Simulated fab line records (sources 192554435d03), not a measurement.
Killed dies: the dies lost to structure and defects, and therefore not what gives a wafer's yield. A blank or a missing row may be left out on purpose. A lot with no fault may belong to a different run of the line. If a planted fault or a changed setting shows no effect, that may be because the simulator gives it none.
Which tool was responsible? / flow n5Finfet / 72 wafers from 24 lots sampled at 6 of the route's 1938 steps

## WHAT EACH GAUGE READ, for each wafer
N5_BEOL_M8_CD_MEAS_11: the cd target is 38.5 nm. Usual: cdNm 38.7 nm, standard deviation 0.44.
lot=L075; measured=day 10 03:58; on=cdSem-03; cdNm (nm)=37.9 38.5 39.3; flag=
lot=L074; measured=day 10 04:13; on=cdSem-03; cdNm (nm)=39.0 38.9 38.5; flag=
lot=L076; measured=day 10 20:47; on=cdSem-03; cdNm (nm)=38.2 39.0 38.4; flag=
lot=L077; measured=day 11 03:54; on=cdSem-02; cdNm (nm)=39.9 39.2 39.1; flag=
lot=L078; measured=day 11 03:56; on=cdSem-01; cdNm (nm)=38.9 38.0 38.7; flag=
lot=L080; measured=day 11 04:07; on=cdSem-02; cdNm (nm)=39.5 38.9 38.4; flag=
lot=L079; measured=day 11 15:01; on=cdSem-03; cdNm (nm)=38.6 39.1 38.6; flag=
lot=L081; measured=day 12 10:23; on=cdSem-02; cdNm (nm)=39.2 38.9 38.8; flag=
lot=L082; measured=day 12 11:31; on=cdSem-02; cdNm (nm)=39.6 38.5 38.2; flag=
lot=L083; measured=day 12 21:47; on=cdSem-02; cdNm (nm)=38.8 38.5 37.9; flag=
lot=L084; measured=day 12 23:07; on=cdSem-02; cdNm (nm)=38.3 38.9 38.5; flag=
lot=L086; measured=day 14 01:48; on=cdSem-02; cdNm (nm)=39.0 38.5 37.8; flag=
lot=L085; measured=day 14 01:58; on=cdSem-02; cdNm (nm)=38.4 38.9 38.6; flag=
lot=L088; measured=day 14 06:35; on=cdSem-01; cdNm (nm)=38.9 38.3 38.5; flag=
lot=L087; measured=day 14 14:15; on=cdSem-02; cdNm (nm)=39.6 39.7 38.8; flag=
lot=L093; measured=day 14 17:44; on=cdSem-02; cdNm (nm)=39.1 38.4 39.3; flag=
lot=L089; measured=day 14 17:49; on=cdSem-01; cdNm (nm)=38.7 39.5 39.3; flag=
lot=L090; measured=day 15 00:28; on=cdSem-01; cdNm (nm)=39.1 38.1 39.2; flag=
lot=L091; measured=day 15 00:37; on=cdSem-03; cdNm (nm)=38.7 38.0 38.2; flag=
lot=L092; measured=day 15 10:16; on=cdSem-02; cdNm (nm)=38.7 39.0 38.8; flag=
lot=L095; measured=day 15 10:25; on=cdSem-01; cdNm (nm)=37.6 38.2 38.9; flag=
lot=L094; measured=day 15 11:17; on=cdSem-01; cdNm (nm)=38.8 38.8 38.2; flag=
lot=L096; measured=day 16 13:13; on=cdSem-02; cdNm (nm)=38.8 38.4 38.7; flag=
lot=L097; measured=day 17 06:58; on=cdSem-03; cdNm (nm)=38.9 38.9 39.0; flag=

N5_BEOL_M8_CD_MEAS_18: pitch 80 nm, target cd 40 nm. Usual: cdNm 40.1 nm, standard deviation 0.53.
lot=L075; measured=day 10 05:09; on=cdSem-03; cdNm (nm)=39.1 39.8 40.6; flag=
lot=L074; measured=day 10 05:43; on=cdSem-02; cdNm (nm)=40.4 40.9 40.2; flag=
lot=L076; measured=day 10 21:29; on=cdSem-01; cdNm (nm)=40.0 40.2 39.1; flag=
lot=L077; measured=day 11 04:26; on=cdSem-01; cdNm (nm)=41.8 40.7 40.9; flag=
lot=L078; measured=day 11 04:34; on=cdSem-02; cdNm (nm)=40.2 39.1 40.3; flag=
lot=L080; measured=day 11 04:43; on=cdSem-02; cdNm (nm)=41.0 40.6 39.6; flag=
lot=L079; measured=day 11 15:42; on=cdSem-01; cdNm (nm)=40.4 40.3 40.8; flag=
lot=L081; measured=day 12 10:57; on=cdSem-02; cdNm (nm)=40.8 40.2 40.1; flag=
lot=L082; measured=day 12 12:05; on=cdSem-02; cdNm (nm)=41.2 40.3 39.7; flag=
lot=L083; measured=day 12 22:32; on=cdSem-01; cdNm (nm)=40.2 40.2 39.8; flag=
lot=L084; measured=day 12 23:40; on=cdSem-02; cdNm (nm)=40.2 40.7 39.8; flag=
lot=L086; measured=day 14 02:49; on=cdSem-02; cdNm (nm)=40.6 40.3 40.1; flag=
lot=L085; measured=day 14 02:51; on=cdSem-02; cdNm (nm)=39.8 40.8 40.5; flag=
lot=L088; measured=day 14 07:08; on=cdSem-01; cdNm (nm)=40.6 39.8 39.7; flag=
lot=L087; measured=day 14 15:10; on=cdSem-01; cdNm (nm)=40.0 40.8 40.0; flag=
lot=L093; measured=day 14 18:31; on=cdSem-03; cdNm (nm)=40.9 39.9 40.4; flag=
lot=L089; measured=day 14 18:34; on=cdSem-01; cdNm (nm)=40.6 40.4 40.7; flag=
lot=L090; measured=day 15 01:05; on=cdSem-03; cdNm (nm)=40.6 39.1 40.7; flag=
lot=L091; measured=day 15 01:26; on=cdSem-03; cdNm (nm)=40.4 39.3 39.7; flag=
lot=L092; measured=day 15 10:53; on=cdSem-03; cdNm (nm)=39.4 40.2 40.2; flag=
lot=L095; measured=day 15 11:11; on=cdSem-02; cdNm (nm)=39.0 39.0 40.0; flag=
lot=L094; measured=day 15 11:55; on=cdSem-02; cdNm (nm)=39.7 40.0 39.6; flag=
lot=L096; measured=day 16 13:50; on=cdSem-02; cdNm (nm)=39.8 38.7 39.7; flag=
lot=L097; measured=day 17 07:31; on=cdSem-03; cdNm (nm)=40.6 40.7 40.6; flag=

N5_BEOL_M9_OVL_MEAS_29. Usual: V8_OVL typically reads -0.1 nm, with standard deviation 0.71.
lot=L075; measured=day 10 16:56; on=overlay-02; V8_OVL (nm)=-0.3 -0.8 -0.8; flag=
lot=L074; measured=day 10 19:37; on=overlay-02; V8_OVL (nm)=-0.9 -0.1 -1.0; flag=
lot=L076; measured=day 11 05:23; on=overlay-02; V8_OVL (nm)=0.6 0.4 -0.2; flag=
lot=L077; measured=day 11 17:55; on=overlay-01; V8_OVL (nm)=0.4 -0.2 -0.2; flag=
lot=L078; measured=day 11 15:56; on=overlay-01; V8_OVL (nm)=0.4 0.3 0.6; flag=
lot=L080; measured=day 11 13:36; on=overlay-01; V8_OVL (nm)=0.0 -0.5 0.1; flag=
lot=L079; measured=day 12 05:57; on=overlay-02; V8_OVL (nm)=-0.8 0.1 -0.4; flag=
lot=L081; measured=day 12 20:28; on=overlay-01; V8_OVL (nm)=0.2 0.0 0.7; flag=
lot=L082; measured=day 12 20:38; on=overlay-02; V8_OVL (nm)=-1.1 -0.1 0.3; flag=
lot=L083; measured=day 13 12:54; on=overlay-02; V8_OVL (nm)=-0.9 -1.4 -1.4; flag=
lot=L084; measured=day 13 12:56; on=overlay-01; V8_OVL (nm)=0.1 0.2 0.1; flag=
lot=L086; measured=day 14 11:23; on=overlay-02; V8_OVL (nm)=0.7 1.1 0.6; flag=
lot=L085; measured=day 14 12:02; on=overlay-01; V8_OVL (nm)=1.5 0.3 1.0; flag=
lot=L088; measured=day 14 16:50; on=overlay-02; V8_OVL (nm)=0.9 0.5 0.1; flag=
lot=L087; measured=day 15 02:21; on=overlay-02; V8_OVL (nm)=-0.6 -1.1 -0.6; flag=
lot=L093; measured=day 15 02:26; on=overlay-02; V8_OVL (nm)=-0.3 -0.6 -1.3; flag=
lot=L089; measured=day 15 02:23; on=overlay-01; V8_OVL (nm)=-0.5 0.1 -0.6; flag=
lot=L090; measured=day 15 14:13; on=overlay-01; V8_OVL (nm)=-0.4 0.5 0.6; flag=
lot=L091; measured=day 15 11:01; on=overlay-01; V8_OVL (nm)=-1.1 -1.3 -0.6; flag=
lot=L092; measured=day 15 23:22; on=overlay-02; V8_OVL (nm)=-0.1 -0.2 0.4; flag=
lot=L095; measured=day 15 23:31; on=overlay-02; V8_OVL (nm)=-0.4 -0.9 0.2; flag=
lot=L094; measured=day 15 23:11; on=overlay-01; V8_OVL (nm)=0.3 0.0 0.3; flag=
lot=L096; measured=day 17 01:29; on=overlay-01; V8_OVL (nm)=0.7 0.7 -0.5; flag=
lot=L097; measured=day 18 00:33; on=overlay-02; V8_OVL (nm)=-0.8 -0.4 -1.3; flag=

N5_BEOL_M9_INSPECT_30: inspects for defects (brightfield). Usual: rawDefectCount 429, standard deviation 90.
lot=L075; measured=day 10 17:00; on=defectInspect-02; rawDefectCount=528 439 507; flag=
lot=L074; measured=day 10 19:40; on=defectInspect-01; rawDefectCount=485 519 403; flag=
lot=L076; measured=day 11 05:27; on=defectInspect-02; rawDefectCount=357 315 468; flag=
lot=L077; measured=day 11 17:59; on=defectInspect-01; rawDefectCount=431 339 383; flag=
lot=L078; measured=day 11 15:59; on=defectInspect-01; rawDefectCount=422 574 454; flag=
lot=L080; measured=day 11 13:39; on=defectInspect-01; rawDefectCount=448 407 334; flag=
lot=L079; measured=day 12 06:01; on=defectInspect-01; rawDefectCount=370 631 435; flag=
lot=L081; measured=day 12 20:31; on=defectInspect-02; rawDefectCount=390 473 387; flag=
lot=L082; measured=day 12 20:41; on=defectInspect-01; rawDefectCount=451 552 572; flag=
lot=L083; measured=day 13 12:58; on=defectInspect-02; rawDefectCount=381 490 327; flag=
lot=L084; measured=day 13 13:00; on=defectInspect-01; rawDefectCount=703 525 573; flag=
lot=L086; measured=day 14 11:27; on=defectInspect-01; rawDefectCount=529 465 440; flag=
lot=L085; measured=day 14 12:05; on=defectInspect-01; rawDefectCount=441 466 378; flag=
lot=L088; measured=day 14 16:54; on=defectInspect-01; rawDefectCount=402 289 300; flag=
lot=L087; measured=day 15 02:25; on=defectInspect-02; rawDefectCount=463 470 460; flag=
lot=L093; measured=day 15 02:29; on=defectInspect-01; rawDefectCount=335 394 457; flag=
lot=L089; measured=day 15 02:27; on=defectInspect-02; rawDefectCount=364 390 366; flag=
lot=L090; measured=day 15 14:16; on=defectInspect-02; rawDefectCount=463 375 432; flag=
lot=L091; measured=day 15 11:04; on=defectInspect-02; rawDefectCount=440 403 313; flag=
lot=L092; measured=day 15 23:25; on=defectInspect-02; rawDefectCount=413 352 367; flag=
lot=L095; measured=day 15 23:34; on=defectInspect-02; rawDefectCount=416 565 318; flag=
lot=L094; measured=day 15 23:14; on=defectInspect-01; rawDefectCount=260 463 459; flag=
lot=L096; measured=day 17 01:33; on=defectInspect-02; rawDefectCount=367 398 278; flag=
lot=L097; measured=day 18 00:37; on=defectInspect-02; rawDefectCount=444 422 492; flag=

## TOOL THAT RAN EACH LOT (tool first, then ch and the chambers of the sampled wafers, then the start)
lot=L075; N5_BEOL_M8_ETCH_62=rieDiel-04 ch 0,1,2, day 10 04:41; N5_BEOL_M8_STRIP_19=rieDiel-03 ch 0,1,2, day 10 05:05
lot=L074; N5_BEOL_M8_ETCH_62=rieDiel-03 ch 0,1,2, day 10 05:13; N5_BEOL_M8_STRIP_19=rieDiel-01 ch 0,3, day 10 05:38
lot=L076; N5_BEOL_M8_ETCH_62=rieDiel-04 ch 0,2,3, day 10 21:01; N5_BEOL_M8_STRIP_19=rieDiel-04 ch 1,2, day 10 21:25
lot=L077; N5_BEOL_M8_ETCH_62=rieDiel-03 ch 0,1,2, day 11 04:05; N5_BEOL_M8_STRIP_19=rieDiel-04 ch 1,2,3, day 11 04:22
lot=L078; N5_BEOL_M8_ETCH_62=rieDiel-04 ch 1,2, day 11 04:07; N5_BEOL_M8_STRIP_19=rieDiel-01 ch 0,1,3, day 11 04:30
lot=L080; N5_BEOL_M8_ETCH_62=rieDiel-03 ch 0,1, day 11 04:20; N5_BEOL_M8_STRIP_19=rieDiel-01 ch 1,2, day 11 04:38
lot=L079; N5_BEOL_M8_ETCH_62=rieDiel-03 ch 0,1, day 11 15:14; N5_BEOL_M8_STRIP_19=rieDiel-04 ch 0,2,3, day 11 15:38
lot=L081; N5_BEOL_M8_ETCH_62=rieDiel-04 ch 0,1,2, day 12 10:34; N5_BEOL_M8_STRIP_19=rieDiel-03 ch 0,3, day 12 10:53
lot=L082; N5_BEOL_M8_ETCH_62=rieDiel-03 ch 0,1,3, day 12 11:43; N5_BEOL_M8_STRIP_19=rieDiel-01 ch 1,2, day 12 12:01
lot=L083; N5_BEOL_M8_ETCH_62=rieDiel-03 ch 1,2,3, day 12 22:10; N5_BEOL_M8_STRIP_19=rieDiel-01 ch 0,1,3, day 12 22:28
lot=L084; N5_BEOL_M8_ETCH_62=rieDiel-04 ch 0,1,3, day 12 23:17; N5_BEOL_M8_STRIP_19=rieDiel-03 ch 1,2, day 12 23:36
lot=L086; N5_BEOL_M8_ETCH_62=rieDiel-01 ch 0,1,2, day 14 02:25; N5_BEOL_M8_STRIP_19=rieDiel-03 ch 1,2,3, day 14 02:44
lot=L085; N5_BEOL_M8_ETCH_62=rieDiel-04 ch 0,3, day 14 02:26; N5_BEOL_M8_STRIP_19=rieDiel-03 ch 2,3, day 14 02:47
lot=L088; N5_BEOL_M8_ETCH_62=rieDiel-03 ch 0,1, day 14 06:46; N5_BEOL_M8_STRIP_19=rieDiel-01 ch 0,1,2, day 14 07:04
lot=L087; N5_BEOL_M8_ETCH_62=rieDiel-03 ch 0,3, day 14 14:44; N5_BEOL_M8_STRIP_19=rieDiel-04 ch 0,1, day 14 15:05
lot=L093; N5_BEOL_M8_ETCH_62=rieDiel-04 ch 0,1, day 14 18:09; N5_BEOL_M8_STRIP_19=rieDiel-03 ch 0,2,3, day 14 18:27
lot=L089; N5_BEOL_M8_ETCH_62=rieDiel-03 ch 0,1,3, day 14 18:11; N5_BEOL_M8_STRIP_19=rieDiel-03 ch 0,1,3, day 14 18:29
lot=L090; N5_BEOL_M8_ETCH_62=rieDiel-04 ch 0,1,3, day 15 00:43; N5_BEOL_M8_STRIP_19=rieDiel-01 ch 0,1,3, day 15 01:01
lot=L091; N5_BEOL_M8_ETCH_62=rieDiel-04 ch 0,1,3, day 15 00:54; N5_BEOL_M8_STRIP_19=rieDiel-01 ch 0,1,2, day 15 01:22
lot=L092; N5_BEOL_M8_ETCH_62=rieDiel-04 ch 0,2,3, day 15 10:26; N5_BEOL_M8_STRIP_19=rieDiel-03 ch 0,1,3, day 15 10:49
lot=L095; N5_BEOL_M8_ETCH_62=rieDiel-04 ch 0,2,3, day 15 10:44; N5_BEOL_M8_STRIP_19=rieDiel-04 ch 0,1,3, day 15 11:07
lot=L094; N5_BEOL_M8_ETCH_62=rieDiel-04 ch 0,2,3, day 15 11:28; N5_BEOL_M8_STRIP_19=rieDiel-03 ch 0,1,2, day 15 11:50
lot=L096; N5_BEOL_M8_ETCH_62=rieDiel-03 ch 0,1,3, day 16 13:23; N5_BEOL_M8_STRIP_19=rieDiel-03 ch 1,2, day 16 13:46
lot=L097; N5_BEOL_M8_ETCH_62=rieDiel-03 ch 1,3, day 17 07:08; N5_BEOL_M8_STRIP_19=rieDiel-03 ch 0,3, day 17 07:26
- N5_BEOL_M8_ETCH_62: etches SOC in N2/H2, target depth 110 nm, overetch 22 nm, time 165 s.
- N5_BEOL_M8_STRIP_19: strips in O2.

## AS READ BY THE TOOLS THEMSELVES (means over the sampled wafers that have a number; for cases with no such wafer, the mark the record gives instead)
N5_BEOL_M8_ETCH_62. Usual: drypumpMotorCurrentA 5.6 A, standard deviation 0.43; oesProductAu 0.68 a.u., standard deviation 0.048; rfVppV 524 V, standard deviation 3.1; showerheadPlenumPTorr 2.55 Torr, standard deviation 0.11; throttleValvePct 17.77 %, standard deviation 0.24.
lot=L075; tool=rieDiel-04; drypumpMotorCurrentA (A)=5.7; oesProductAu (a.u.)=0.73; rfVppV (V)=523; showerheadPlenumPTorr (Torr)=2.50; throttleValvePct (%)=17.68; flag=
lot=L074; tool=rieDiel-03; drypumpMotorCurrentA (A)=5.4; oesProductAu (a.u.)=0.67; rfVppV (V)=523; showerheadPlenumPTorr (Torr)=2.53; throttleValvePct (%)=17.73; flag=
lot=L076; tool=rieDiel-04; drypumpMotorCurrentA (A)=5.5; oesProductAu (a.u.)=0.74; rfVppV (V)=526; showerheadPlenumPTorr (Torr)=2.58; throttleValvePct (%)=17.61; flag=
lot=L077; tool=rieDiel-03; drypumpMotorCurrentA (A)=5.4; oesProductAu (a.u.)=0.67; rfVppV (V)=524; showerheadPlenumPTorr (Torr)=2.53; throttleValvePct (%)=17.75; flag=
lot=L078; tool=rieDiel-04; drypumpMotorCurrentA (A)=6.1; oesProductAu (a.u.)=0.69; rfVppV (V)=522; showerheadPlenumPTorr (Torr)=2.50; throttleValvePct (%)=17.90; flag=
lot=L080; tool=rieDiel-03; drypumpMotorCurrentA (A)=5.3; oesProductAu (a.u.)=0.69; rfVppV (V)=526; showerheadPlenumPTorr (Torr)=2.60; throttleValvePct (%)=17.53; flag=
lot=L079; tool=rieDiel-03; drypumpMotorCurrentA (A)=5.3; oesProductAu (a.u.)=0.69; rfVppV (V)=526; showerheadPlenumPTorr (Torr)=2.60; throttleValvePct (%)=17.55; flag=
lot=L081; tool=rieDiel-04; drypumpMotorCurrentA (A)=5.7; oesProductAu (a.u.)=0.70; rfVppV (V)=522; showerheadPlenumPTorr (Torr)=2.49; throttleValvePct (%)=17.72; flag=
lot=L082; tool=rieDiel-03; drypumpMotorCurrentA (A)=5.4; oesProductAu (a.u.)=0.66; rfVppV (V)=526; showerheadPlenumPTorr (Torr)=2.59; throttleValvePct (%)=17.63; flag=
lot=L083; tool=rieDiel-03; drypumpMotorCurrentA (A)=5.5; oesProductAu (a.u.)=0.66; rfVppV (V)=526; showerheadPlenumPTorr (Torr)=2.59; throttleValvePct (%)=17.70; flag=
lot=L084; tool=rieDiel-04; drypumpMotorCurrentA (A)=5.8; oesProductAu (a.u.)=0.73; rfVppV (V)=524; showerheadPlenumPTorr (Torr)=2.54; throttleValvePct (%)=17.87; flag=
lot=L086; tool=rieDiel-01; drypumpMotorCurrentA (A)=5.6; oesProductAu (a.u.)=0.72; rfVppV (V)=525; showerheadPlenumPTorr (Torr)=2.59; throttleValvePct (%)=17.73; flag=
lot=L085; tool=rieDiel-04; drypumpMotorCurrentA (A)=5.6; oesProductAu (a.u.)=0.72; rfVppV (V)=526; showerheadPlenumPTorr (Torr)=2.62; throttleValvePct (%)=17.80; flag=
lot=L088; tool=rieDiel-03; drypumpMotorCurrentA (A)=5.4; oesProductAu (a.u.)=0.65; rfVppV (V)=523; showerheadPlenumPTorr (Torr)=2.51; throttleValvePct (%)=17.72; flag=
lot=L087; tool=rieDiel-03; drypumpMotorCurrentA (A)=5.4; oesProductAu (a.u.)=0.62; rfVppV (V)=523; showerheadPlenumPTorr (Torr)=2.51; throttleValvePct (%)=17.81; flag=
lot=L093; tool=rieDiel-04; drypumpMotorCurrentA (A)=5.6; oesProductAu (a.u.)=0.71; rfVppV (V)=521; showerheadPlenumPTorr (Torr)=2.46; throttleValvePct (%)=17.78; flag=
lot=L089; tool=rieDiel-03; drypumpMotorCurrentA (A)=5.4; oesProductAu (a.u.)=0.65; rfVppV (V)=525; showerheadPlenumPTorr (Torr)=2.59; throttleValvePct (%)=17.67; flag=
lot=L090; tool=rieDiel-04; drypumpMotorCurrentA (A)=5.8; oesProductAu (a.u.)=0.70; rfVppV (V)=523; showerheadPlenumPTorr (Torr)=2.53; throttleValvePct (%)=17.89; flag=
lot=L091; tool=rieDiel-04; drypumpMotorCurrentA (A)=5.8; oesProductAu (a.u.)=0.70; rfVppV (V)=524; showerheadPlenumPTorr (Torr)=2.53; throttleValvePct (%)=17.90; flag=
lot=L092; tool=rieDiel-04; drypumpMotorCurrentA (A)=5.5; oesProductAu (a.u.)=0.69; rfVppV (V)=525; showerheadPlenumPTorr (Torr)=2.56; throttleValvePct (%)=17.68; flag=
lot=L095; tool=rieDiel-04; drypumpMotorCurrentA (A)=5.4; oesProductAu (a.u.)=0.69; rfVppV (V)=525; showerheadPlenumPTorr (Torr)=2.56; throttleValvePct (%)=17.66; flag=
lot=L094; tool=rieDiel-04; drypumpMotorCurrentA (A)=5.5; oesProductAu (a.u.)=0.69; rfVppV (V)=525; showerheadPlenumPTorr (Torr)=2.56; throttleValvePct (%)=17.67; flag=
lot=L096; tool=rieDiel-03; drypumpMotorCurrentA (A)=5.4; oesProductAu (a.u.)=0.64; rfVppV (V)=525; showerheadPlenumPTorr (Torr)=2.58; throttleValvePct (%)=17.70; flag=
lot=L097; tool=rieDiel-03; drypumpMotorCurrentA (A)=5.4; oesProductAu (a.u.)=0.66; rfVppV (V)=527; showerheadPlenumPTorr (Torr)=2.65; throttleValvePct (%)=17.56; flag=

N5_BEOL_M8_STRIP_19. Usual: drypumpMotorCurrentA 5.5 A, standard deviation 0.35; o2FlowSccm 225.0 sccm, standard deviation 0.69; oesProductAu 0.82 a.u., standard deviation 0.071; rfVppV 3.7 V, standard deviation 0.63; showerheadPlenumPTorr 2.12 Torr, standard deviation 0.087; throttleValvePct 16.62 %, standard deviation 0.16.
lot=L075; tool=rieDiel-03; drypumpMotorCurrentA (A)=5.4; o2FlowSccm (sccm)=224.9; oesProductAu (a.u.)=0.79; rfVppV (V)=3.6; showerheadPlenumPTorr (Torr)=2.10; throttleValvePct (%)=16.66; flag=
lot=L074; tool=rieDiel-01; drypumpMotorCurrentA (A)=5.1; o2FlowSccm (sccm)=226.0; oesProductAu (a.u.)=0.90; rfVppV (V)=4.4; showerheadPlenumPTorr (Torr)=2.11; throttleValvePct (%)=16.49; flag=
lot=L076; tool=rieDiel-04; drypumpMotorCurrentA (A)=5.8; o2FlowSccm (sccm)=225.7; oesProductAu (a.u.)=0.81; rfVppV (V)=3.6; showerheadPlenumPTorr (Torr)=2.08; throttleValvePct (%)=16.54; flag=
lot=L077; tool=rieDiel-04; drypumpMotorCurrentA (A)=5.9; o2FlowSccm (sccm)=224.7; oesProductAu (a.u.)=0.85; rfVppV (V)=4.0; showerheadPlenumPTorr (Torr)=2.12; throttleValvePct (%)=16.62; flag=
lot=L078; tool=rieDiel-01; drypumpMotorCurrentA (A)=5.2; o2FlowSccm (sccm)=224.6; oesProductAu (a.u.)=0.87; rfVppV (V)=3.7; showerheadPlenumPTorr (Torr)=2.11; throttleValvePct (%)=16.48; flag=
lot=L080; tool=rieDiel-01; drypumpMotorCurrentA (A)=5.8; o2FlowSccm (sccm)=225.2; oesProductAu (a.u.)=0.94; rfVppV (V)=3.3; showerheadPlenumPTorr (Torr)=2.20; throttleValvePct (%)=16.47; flag=
lot=L079; tool=rieDiel-04; drypumpMotorCurrentA (A)=5.5; o2FlowSccm (sccm)=225.1; oesProductAu (a.u.)=0.87; rfVppV (V)=3.5; showerheadPlenumPTorr (Torr)=2.13; throttleValvePct (%)=16.56; flag=
lot=L081; tool=rieDiel-03; drypumpMotorCurrentA (A)=5.4; o2FlowSccm (sccm)=224.6; oesProductAu (a.u.)=0.75; rfVppV (V)=3.4; showerheadPlenumPTorr (Torr)=2.08; throttleValvePct (%)=16.72; flag=
lot=L082; tool=rieDiel-01; drypumpMotorCurrentA (A)=5.4; o2FlowSccm (sccm)=225.8; oesProductAu (a.u.)=0.88; rfVppV (V)=3.9; showerheadPlenumPTorr (Torr)=2.17; throttleValvePct (%)=16.49; flag=
lot=L083; tool=rieDiel-01; drypumpMotorCurrentA (A)=5.2; o2FlowSccm (sccm)=224.5; oesProductAu (a.u.)=0.86; rfVppV (V)=4.3; showerheadPlenumPTorr (Torr)=2.10; throttleValvePct (%)=16.53; flag=
lot=L084; tool=rieDiel-03; drypumpMotorCurrentA (A)=5.5; o2FlowSccm (sccm)=225.0; oesProductAu (a.u.)=0.76; rfVppV (V)=3.8; showerheadPlenumPTorr (Torr)=2.08; throttleValvePct (%)=16.69; flag=
lot=L086; tool=rieDiel-03; drypumpMotorCurrentA (A)=5.4; o2FlowSccm (sccm)=225.6; oesProductAu (a.u.)=0.77; rfVppV (V)=4.2; showerheadPlenumPTorr (Torr)=2.14; throttleValvePct (%)=16.61; flag=
lot=L085; tool=rieDiel-03; drypumpMotorCurrentA (A)=5.6; o2FlowSccm (sccm)=224.8; oesProductAu (a.u.)=0.73; rfVppV (V)=3.4; showerheadPlenumPTorr (Torr)=2.06; throttleValvePct (%)=16.73; flag=
lot=L088; tool=rieDiel-01; drypumpMotorCurrentA (A)=5.5; o2FlowSccm (sccm)=224.8; oesProductAu (a.u.)=0.87; rfVppV (V)=4.0; showerheadPlenumPTorr (Torr)=2.13; throttleValvePct (%)=16.52; flag=
lot=L087; tool=rieDiel-04; drypumpMotorCurrentA (A)=6.0; o2FlowSccm (sccm)=225.0; oesProductAu (a.u.)=0.83; rfVppV (V)=3.4; showerheadPlenumPTorr (Torr)=2.04; throttleValvePct (%)=16.85; flag=
lot=L093; tool=rieDiel-03; drypumpMotorCurrentA (A)=5.4; o2FlowSccm (sccm)=225.2; oesProductAu (a.u.)=0.72; rfVppV (V)=3.5; showerheadPlenumPTorr (Torr)=2.07; throttleValvePct (%)=16.76; flag=
lot=L089; tool=rieDiel-03; drypumpMotorCurrentA (A)=5.3; o2FlowSccm (sccm)=224.8; oesProductAu (a.u.)=0.77; rfVppV (V)=4.2; showerheadPlenumPTorr (Torr)=2.15; throttleValvePct (%)=16.64; flag=
lot=L090; tool=rieDiel-01; drypumpMotorCurrentA (A)=5.2; o2FlowSccm (sccm)=224.8; oesProductAu (a.u.)=0.83; rfVppV (V)=3.7; showerheadPlenumPTorr (Torr)=2.10; throttleValvePct (%)=16.56; flag=
lot=L091; tool=rieDiel-01; drypumpMotorCurrentA (A)=5.5; o2FlowSccm (sccm)=225.2; oesProductAu (a.u.)=0.84; rfVppV (V)=3.9; showerheadPlenumPTorr (Torr)=2.13; throttleValvePct (%)=16.54; flag=
lot=L092; tool=rieDiel-03; drypumpMotorCurrentA (A)=5.4; o2FlowSccm (sccm)=225.3; oesProductAu (a.u.)=0.76; rfVppV (V)=4.4; showerheadPlenumPTorr (Torr)=2.14; throttleValvePct (%)=16.64; flag=
lot=L095; tool=rieDiel-04; drypumpMotorCurrentA (A)=5.8; o2FlowSccm (sccm)=224.7; oesProductAu (a.u.)=0.83; rfVppV (V)=3.6; showerheadPlenumPTorr (Torr)=2.10; throttleValvePct (%)=16.79; flag=
lot=L094; tool=rieDiel-03; drypumpMotorCurrentA (A)=5.4; o2FlowSccm (sccm)=225.5; oesProductAu (a.u.)=0.75; rfVppV (V)=3.3; showerheadPlenumPTorr (Torr)=2.08; throttleValvePct (%)=16.74; flag=
lot=L096; tool=rieDiel-03; drypumpMotorCurrentA (A)=5.4; o2FlowSccm (sccm)=224.8; oesProductAu (a.u.)=0.77; rfVppV (V)=3.7; showerheadPlenumPTorr (Torr)=2.15; throttleValvePct (%)=16.62; flag=
lot=L097; tool=rieDiel-03; drypumpMotorCurrentA (A)=5.4; o2FlowSccm (sccm)=224.8; oesProductAu (a.u.)=0.73; rfVppV (V)=3.3; showerheadPlenumPTorr (Torr)=2.12; throttleValvePct (%)=16.71; flag=

## THE ANSWER, worked out from the rows above alone
Rule: a lot is off if the mean of its wafers that have a number lies more than 3 standard deviations from the usual mean. A lot without any number at a reading at which 4 lots or more have one is off too. The other lots that the step has rows for count as sound. Order of review: gauges by route order, followed by the tools' own readings, for which a lot's mean as printed above is used. The first step at which some lot is off is used, and at that step the reading that is off furthest; a lot without a number counts as furthest.
No lot is off at any reading shown: from this, nothing can be told.

## WHAT THE SIMULATOR HAD PUT IN
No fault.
